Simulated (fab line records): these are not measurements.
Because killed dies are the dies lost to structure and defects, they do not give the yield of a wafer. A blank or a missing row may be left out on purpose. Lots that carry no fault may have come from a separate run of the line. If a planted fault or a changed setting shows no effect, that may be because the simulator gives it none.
Struck lot and sound lot, side by side -- flow nand-harc -- 44 steps out of a route of 1302
Sound: these wafers, L465.1, L465.2, L465.6. The struck wafers were L469.2, L469.3, L469.4. The cause is given at the end.
For every step that has rows: the tool of each side, followed by ch and its chambers, followed by its first start. Under that, the readings that differ: sound wafers -- struck wafers -- difference of the means -- sigmas: that difference in standard deviations of wafers without a fault.
alike: a reading whose means differ by less than 2 such deviations, as well as words and numbers matching on both sides. not compared: withheld readings; readings where some wafer has no value; bounds like >300 that might hide an equal value; numbers whose values overlap and for which the record gives no deviation.
A row with sigmas, a row that says differs or no value, or rows on one side alone: a step with any of these is where the two part. Numbers that have no deviation but don't overlap get no sigmas and don't part them. A reading that every wafer of one side lacks parts them only if that side has two wafers or more.

first, 1 step without rows for these wafers: NHARC_P_GATE_DEVELOP_25 (develop time 35 s).
NHARC_P_GATE_CD_MEAS_26 targets a cd of 120 nm.
  sound on cd-sem-02 ch 0, day 7 21:13; struck on cd-sem-01 ch 0, day 9 10:59
  alike: cd-nm
NHARC_P_GATE_OVL_MEAS_27:
  sound on overlay-02, day 7 21:18; struck on overlay-01, day 9 11:04
  alike: overlay-x-nm, overlay-y-nm
NHARC_P_GATE_INSPECT_28:
  sound on defect-inspect-01, day 7 21:20; struck on defect-inspect-02, day 9 11:07
  alike: raw-defect-count
then, 1 step without rows for these wafers: NHARC_P_GATE_DESCUM_31 (chemistry O2, time 3 s).
NHARC_P_GATE_ETCH_104: etches the open film in CF4/CHF3, target depth 60 nm.
  sound on rie-diel-02 ch 0,3, day 7 21:29; struck on rie-diel-02 ch 0,2,3, day 9 11:16
  alike: drypump-motor-current-A, oes-product-au, rf-vpp-V, showerhead-plenum-p-Torr, throttle-valve-pct
then, 3 steps without rows for these wafers: NHARC_P_GATE_HM_OPEN_105 (chemistry O2/COS, target depth 360 nm); NHARC_P_GATE_STRIP_106 (strips in O2/COS); NHARC_P_GATE_ETCH_114 (etches the open film in CF4/O2, target depth 30 nm, overetch 3 nm, time 16.5 s).
NHARC_P_GATE_ETCH_32: etches the open film in HBr/Cl2, target depth 150 nm, time 100.1 s.
  sound on rie-si-05 ch 0,1,3, day 7 21:53; struck on rie-si-05 ch 1,2,3, day 9 11:38
  alike: drypump-motor-current-A, oes-product-au, throttle-valve-pct
  not compared: rf-hours-counter-h
then, 1 step without rows for these wafers: NHARC_P_GATE_STRIP_108 (strips in O2).
NHARC_P_GATE_CD_MEAS_33:
  sound on cd-sem-03, day 7 22:12; struck on cd-sem-01, day 9 11:58
  alike: cd-nm
NHARC_P_GATE_STRIP_35: strips in SPM, time 600 s.
  sound on wet-bench-05 ch 0,4,5, day 7 22:17; struck on wet-bench-07 ch 0,2,7, day 9 12:04
then, 2 steps without rows for these wafers: NHARC_P_GATE_PRECLEAN_73 (cleans in SC1); NHARC_P_GATE_SRD_74.
NHARC_P_GATE_ALD_36: deposits SiNx, target thk 20 nm, pulse time 60 s, ald cycles 223.
  sound on ald-sin-01 ch 1,2,3, day 8 00:03; struck on ald-sin-03 ch 0,2,3, day 9 13:29
  alike: heater-power-w, precursor-pulse-height-rel
then, 14 steps without rows for these wafers: NHARC_P_GATE_ETCHBACK_37 (etches the open film in CHF3/O2, target depth 34.5 nm, time 17.2 s); NHARC_P_GATE_STRIP_101 (strips in O2, time 20 s); NHARC_P_GATE_PRECLEAN_97 (cleans in SPM, time 600 s); NHARC_P_GATE_SRD_98; NHARC_P_GATE_PRECLEAN_99 (cleans in SC1); NHARC_P_GATE_SRD_100; NHARC_P_GATE_DEHYDRATE_38 (time 120 s); NHARC_P_GATE_HMDS_39 (time 30 s); NHARC_P_GATE_COAT_40; NHARC_P_GATE_SOFTBAKE_41 (time 95 s); NHARC_P_GATE_EBR_42; NHARC_P_GATE_EXPOSE_43 (exposes mask P NSD, target cd 720 nm); NHARC_P_GATE_PEB_44 (peb time 85 s); NHARC_P_GATE_DEVELOP_45 (time 70 s).
NHARC_P_GATE_CD_MEAS_46 targets a cd of 720 nm.
  sound on cd-sem-02 ch 0, day 8 11:06; struck on cd-sem-01 ch 0, day 9 23:01
  alike: cd-nm
then, 1 step without rows for these wafers: NHARC_P_GATE_HARDBAKE_47 (time 80 s).
NHARC_P_GATE_DESCUM_48: chemistry O2, time 3 s.
  sound on rie-diel-12 ch 0,3, day 8 11:16; struck on rie-diel-02 ch 0,2,3, day 9 23:10
  alike: drypump-motor-current-A, oes-product-au, rf-vpp-V, showerhead-plenum-p-Torr, throttle-valve-pct
  not compared: rf-hours-counter-h
then, 1 step without rows for these wafers: NHARC_P_GATE_IMPLANT_49.
NHARC_P_GATE_STRIP_111: strips in N2/H2, time 250 s.
  sound on plasma-asher-02 ch 0,1, day 8 11:38; struck on plasma-asher-01 ch 0,1, day 9 23:35
  alike: drypump-motor-current-A, heater-power-w
  not compared: rf-hours-counter-h
then, 7 steps without rows for these wafers: NHARC_P_GATE_STRIP_75 (strips in O2); NHARC_P_GATE_STRIP_50 (strips in SPM, time 900 s); NHARC_P_GATE_DEHYDRATE_51 (time 120 s); NHARC_P_GATE_HMDS_52 (time 30 s); NHARC_P_GATE_COAT_53; NHARC_P_GATE_SOFTBAKE_54 (time 95 s); NHARC_P_GATE_EBR_55.
NHARC_P_GATE_INSPECT_68:
  sound on defect-inspect-02, day 8 17:42; struck on defect-inspect-02, day 10 05:56
reading,sound,struck,difference,sigmas
raw-defect-count,219 181 222,1127 1216 1224,+982,+14
-- record jumps: 19 days between struck wafers' starts before vs after; left off in module P_GATE, resumes in module END, first step shown is number 1302 of the route --
NHARC_END_SORT_01:
  only the struck wafers appear in the record here, on prober-01 ch 0 at day 29 03:14; the sound ones have no rows

WHERE THEY PART
Earliest at NHARC_P_GATE_INSPECT_68; latest, in this record, at NHARC_END_SORT_01.

WHY: whatever the simulator had introduced
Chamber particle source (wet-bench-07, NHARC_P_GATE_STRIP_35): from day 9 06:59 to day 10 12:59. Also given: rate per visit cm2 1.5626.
